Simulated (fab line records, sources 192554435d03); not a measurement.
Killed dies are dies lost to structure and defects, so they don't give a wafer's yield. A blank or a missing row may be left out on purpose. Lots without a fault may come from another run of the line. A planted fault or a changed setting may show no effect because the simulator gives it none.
Chamber matching | flow n5_finfet | N5_BEOL_M0_SAQP_STRIP_75 on rie_diel-02: 4 sister chambers
The step strips in CF4. 16 wafers are shown with their chamber, then 8 later ones without.

WAFERS WITH THEIR CHAMBER
wafer  | chamber | drypump_motor_current_A (A) | showerhead_plenum_p_Torr (Torr) | throttle_valve_pct (%)
L074.3 | 2       | 5.9                         | 1.73                            | 13.9
L074.4 | 0       | 5.8                         | 1.76                            | 13.5
L074.5 | 1       | 4.8                         | 1.81                            | 13.8
L075.1 | 0       | 5.8                         | 1.76                            | 13.5
L075.4 | 1       | 4.8                         | 1.81                            | 13.8
L075.5 | 0       | 5.8                         | 1.76                            | 13.5
L081.1 | 1       | 4.8                         | 1.81                            | 13.8
L081.2 | 0       | 5.8                         | 1.76                            | 13.5
L081.6 | 1       | 4.8                         | 1.81                            | 13.8
L084.1 | 3       | 5.4                         | 1.91                            | 13.2
L084.3 | 0       | 5.8                         | 1.76                            | 13.6
L084.5 | 1       | 4.8                         | 1.81                            | 13.8
L086.3 | 2       | 5.8                         | 1.72                            | 14.0
L086.5 | 1       | 4.8                         | 1.81                            | 13.8
L086.6 | 0       | 5.8                         | 1.76                            | 13.6
L093.1 | 3       | 5.4                         | 1.90                            | 13.3

SIGNATURES (means of the wafers above)
reading                  | chamber 0 | chamber 1 | chamber 2 | chamber 3 | scatter within a chamber
drypump_motor_current_A  | 5.800     | 4.800     | 5.850     | 5.400     | 0.0204
showerhead_plenum_p_Torr | 1.7600    | 1.8100    | 1.7250    | 1.9050    | 0.00289
throttle_valve_pct       | 13.533    | 13.800    | 13.950    | 13.250    | 0.0441
Rule: a wafer's distance from a chamber is the root of the sum, over the readings, of the square of ((its reading less the chamber's mean) divided by the reading's scatter). The wafer belongs to the nearest chamber; if the next one is less than 2 further off, it can't be placed. The scatter: the root of (the sum of the squares of (reading less its chamber's mean) over the shown wafers, divided by (wafers less chambers)).

WAFERS WITHOUT THEIR CHAMBER
wafer  | drypump_motor_current_A (A) | showerhead_plenum_p_Torr (Torr) | throttle_valve_pct (%)
L093.3 | 5.8                         | 1.72                            | 14.0
L093.6 | 5.8                         | 1.75                            | 13.6
L094.1 | 5.8                         | 1.72                            | 14.0
L094.3 | 5.8                         | 1.75                            | 13.6
L094.4 | 5.4                         | 1.90                            | 13.3
L095.1 | 5.8                         | 1.75                            | 13.6
L095.3 | 5.8                         | 1.71                            | 14.0
L095.6 | 5.8                         | 1.72                            | 14.0

WHICH CHAMBER EACH WENT THROUGH
wafer  | from the rows above | in truth
L093.3 | 2                   | 2
L093.6 | 0                   | 0
L094.1 | 2                   | 2
L094.3 | 0                   | 0
L094.4 | 3                   | 3
L095.1 | 0                   | 0
L095.3 | 2                   | 2
L095.6 | 2                   | 2
Placed correctly: 8 of 8. Can't be placed from these rows: 0. Placed wrongly: 0.
